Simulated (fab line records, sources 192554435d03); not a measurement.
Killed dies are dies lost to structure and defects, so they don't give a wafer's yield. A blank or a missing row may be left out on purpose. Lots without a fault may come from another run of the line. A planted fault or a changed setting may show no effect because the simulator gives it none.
Chamber matching | flow n5_finfet | N5_BEOL_M0_CO_CAP_123 on cvd_co-01: 3 sister chambers
The step material Co, precursor CCTBA/H2, target thk 2 nm, time 102.1 s. 14 wafers are shown with their chamber, then 7 later ones without.

WAFERS WITH THEIR CHAMBER
wafer  | chamber | heater_power_w (W) | susceptor_temp_C (C)
L173.1 | 2       | 209                | 200.42
L173.3 | 2       | 204                | 200.24
L173.6 | 0       | 246                | 199.96
L178.1 | 2       | 204                | 200.09
L178.3 | 0       | 253                | 200.09
L178.4 | 1       | 283                | 200.09
L179.2 | 0       | 248                | 199.88
L179.4 | 0       | 255                | 199.83
L179.6 | 0       | 253                | 199.95
L185.3 | 2       | 204                | 200.05
L185.4 | 0       | 251                | 199.98
L185.5 | 2       | 201                | 200.22
L192.3 | 1       | 285                | 199.96
L192.4 | 2       | 205                | 200.30

SIGNATURES (means of the wafers above)
reading          | chamber 0 | chamber 1 | chamber 2 | scatter within a chamber
heater_power_w   | 251.00    | 284.00    | 204.50    | 2.92
susceptor_temp_C | 199.9483  | 200.0250  | 200.2200  | 0.113
Rule: a wafer's distance from a chamber is the root of the sum, over the readings, of the square of ((its reading less the chamber's mean) divided by the reading's scatter). The wafer belongs to the nearest chamber; if the next one is less than 2 further off, it can't be placed. The scatter: the root of (the sum of the squares of (reading less its chamber's mean) over the shown wafers, divided by (wafers less chambers)).

WAFERS WITHOUT THEIR CHAMBER
wafer  | heater_power_w (W) | susceptor_temp_C (C)
L192.5 | 283                | 199.80
L193.1 | 290                | 200.18
L193.3 | 253                | 199.90
L193.4 | 201                | 199.68
L194.1 | 201                | 199.86
L194.3 | 283                | 200.16
L194.4 | 250                | 199.91

WHICH CHAMBER EACH WENT THROUGH
wafer  | from the rows above | in truth
L192.5 | 1                   | 1
L193.1 | 1                   | 1
L193.3 | 0                   | 0
L193.4 | 2                   | 2
L194.1 | 2                   | 2
L194.3 | 1                   | 1
L194.4 | 0                   | 0
Placed correctly: 7 of 7. Can't be placed from these rows: 0. Placed wrongly: 0.
